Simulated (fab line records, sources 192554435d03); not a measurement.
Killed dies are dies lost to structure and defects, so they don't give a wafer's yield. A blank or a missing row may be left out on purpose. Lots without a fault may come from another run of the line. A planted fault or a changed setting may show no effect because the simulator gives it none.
A struck lot beside a sound one | flow n5_finfet | 36 steps out of a route of 1938
Sound: wafers L136.2, L136.3, L136.6. Struck: wafer L146.1. (L146.4, L146.6 of the same lot were not struck and are left out.) The cause comes at the end.
At each step with rows: each side's tool, then ch and its chambers, then its first start. Under that, the readings that differ: sound wafers | struck wafers | difference of the means | sigmas: that difference in standard deviations of wafers without a fault.
alike: readings whose means differ by less than 2 such deviations, and words and numbers that are the same on both sides. not compared: withheld readings, readings that some wafer has no value for, bounds like >300 that may hide the same value, and numbers for which the record gives no deviation and whose values overlap.
The two part at a step that has a row with sigmas, a row that says differs or no value, or rows on one side only. Numbers that don't overlap but have no deviation are shown without sigmas and don't part them. A reading that every wafer of one side lacks parts them only if that side has two wafers or more.

first, 11 steps without rows for these wafers: N5_BEOL_M13_TRENCH_ETCH_34 (etches SiOC in C4F8/O2/Ar, target depth 413.47 nm, time 162.6 s); N5_BEOL_M13_STRIP_70 (strips in C4F8/O2/Ar); N5_BEOL_M13_STRIP_37 (strips in N2/H2); N5_BEOL_M13_ETCH_38 (etches SiCN in CF4/N2, target depth 67.5 nm, time 71.9 s); N5_BEOL_M13_PRECLEAN_39 (cleans in residue remover, time 60 s); N5_BEOL_M13_SRD_40 (time 30 s, dry time 30 s); N5_BEOL_M13_DEGAS_41 (time 60 s); N5_BEOL_M13_PRE_CLEAN_42 (time 30 s); N5_BEOL_M13_SPUTTER_43 (material TaN, target thk 15 nm, time 24.19 s); N5_BEOL_M13_SPUTTER_44 (material Ta, target thk 10 nm, time 16.13 s); N5_BEOL_M13_SPUTTER_45 (material Cu, target thk 80 nm, time 13.33 s).
N5_BEOL_M13_ECD_47: material Cu, target thk 936 nm.
  sound on ecd_cu-02 ch 0,1, day 13 11:15; struck on ecd_cu-02 ch 0, day 15 09:52
  reading                                 | sound           | struck | difference | sigmas
  model.Cu_of_BEOL_M13_ECD_47.thk_nm (nm) | 931.8 941 914.4 | 352    | -577       |
then, 1 step without rows for these wafers: N5_BEOL_M13_ANNEAL_48 (time 90 s).
N5_BEOL_M13_CMP_49: polishes, stops on SiOC, t overpolish 17.1 s, target thk 420 nm.
  sound on cmp-02 ch 0,2,3, day 13 13:05; struck on cmp-03 ch 0, day 15 10:37
  reading                                 | sound           | struck | difference | sigmas
  model.Cu_of_BEOL_M13_ECD_47.thk_nm (nm) | 415.4 417.8 422 | 352    | -66        |
  alike: edge_zone_pressure_frac, motor_current_A
N5_BEOL_M13_THK_MEAS_50: measures by xrf.
  sound on film_metro-01, day 13 13:19; struck on film_metro-02, day 15 10:53
  reading      | sound       | struck | difference | sigmas
  M13_THK (nm) | 418 421 424 | 352    | -69        | -11
then, 2 steps without rows for these wafers: N5_BEOL_M13_PRE_CLEAN_52 (time 15 s); N5_BEOL_M13_DEP_53 (deposits SiCN from 3MS/NH3, target thk 50 nm, time 17.8 s).
N5_BEOL_M13_RS_MEAS_54: measures by four-point-probe.
  sound on film_metro-01, day 13 13:26; struck on film_metro-02, day 15 11:01
  reading         | sound                | struck | difference | sigmas
  M13_RS (ohm/sq) | 0.0456 0.0451 0.0448 | 0.0539 | +0.0087    | +13
then, 17 steps without rows for these wafers: N5_BEOL_M14_ILD_DEP_00 (deposits SiO2 from TEOS/O2, target thk 1119.3 nm, time 237.4 s); N5_BEOL_M14_COAT_58 (time 60 s, resist thk 89 nm); N5_BEOL_M14_COAT_04 (resist thk 800 nm); N5_BEOL_M14_EBR_06; N5_BEOL_M14_SOFTBAKE_05 (time 60 s); N5_BEOL_M14_EXPOSE_07 (exposes mask V13); N5_BEOL_M14_PEB_08 (peb time 90 s); N5_BEOL_M14_DEVELOP_09 (develop time 45 s); N5_BEOL_M14_HARDBAKE_14 (time 120 s); N5_BEOL_M14_DESCUM_15 (chemistry O2, time 7.9 s); N5_BEOL_M14_ETCH_59 (etches BARC in N2/H2, target depth 89 nm, overetch 26.7 nm, time 67.9 s); N5_BEOL_M14_VIA_ETCH_16 (etches SiO2 in C4F8/O2/Ar, target depth 1231.3 nm); N5_BEOL_M14_STRIP_63 (strips in O2); N5_BEOL_M14_STRIP_64 (strips in O2); N5_BEOL_M14_STRIP_71 (strips in post etch residue remover, time 60 s); N5_BEOL_M14_SRD_72 (time 30 s, dry time 30 s); N5_BEOL_M14_COAT_65 (time 60 s, resist thk 450 nm).
N5_BEOL_M15_RC_MEAS_101:
  sound on prober-02 ch 0, day 14 01:42; struck on prober-01 ch 0, day 15 23:29
  reading                    | sound             | struck | difference | sigmas
  SERP_M13 (ohm/um)          | 0.312 0.312 0.307 | 0.372  | +0.062     | +12
  SERP_M13_max_site (ohm/um) | 0.315 0.315 0.313 | 0.374  | +0.060     | +11
  SERP_M5 (ohm/um)           | 38.7 37.5 37.7    | 35.3   | -2.7       | -2
  SERP_M7 (ohm/um)           | 13.3 13.5 14.0    | 14.6   | +1.0       | +2
  SERP_M9 (ohm/um)           | 3.16 3.10 3.15    | 2.98   | -0.16      | -2
  alike: COMB_M10, COMB_M10_max_site, COMB_M11, COMB_M12, COMB_M14, COMB_M15, COMB_M5, COMB_M6, COMB_M7, COMB_M8, COMB_M9, SERP_M10, SERP_M11, SERP_M12, SERP_M14, SERP_M6, SERP_M8

WHERE THEY PART
First at N5_BEOL_M13_THK_MEAS_50; last, within this record, at N5_BEOL_M15_RC_MEAS_101.

WHY: what the simulator had put in
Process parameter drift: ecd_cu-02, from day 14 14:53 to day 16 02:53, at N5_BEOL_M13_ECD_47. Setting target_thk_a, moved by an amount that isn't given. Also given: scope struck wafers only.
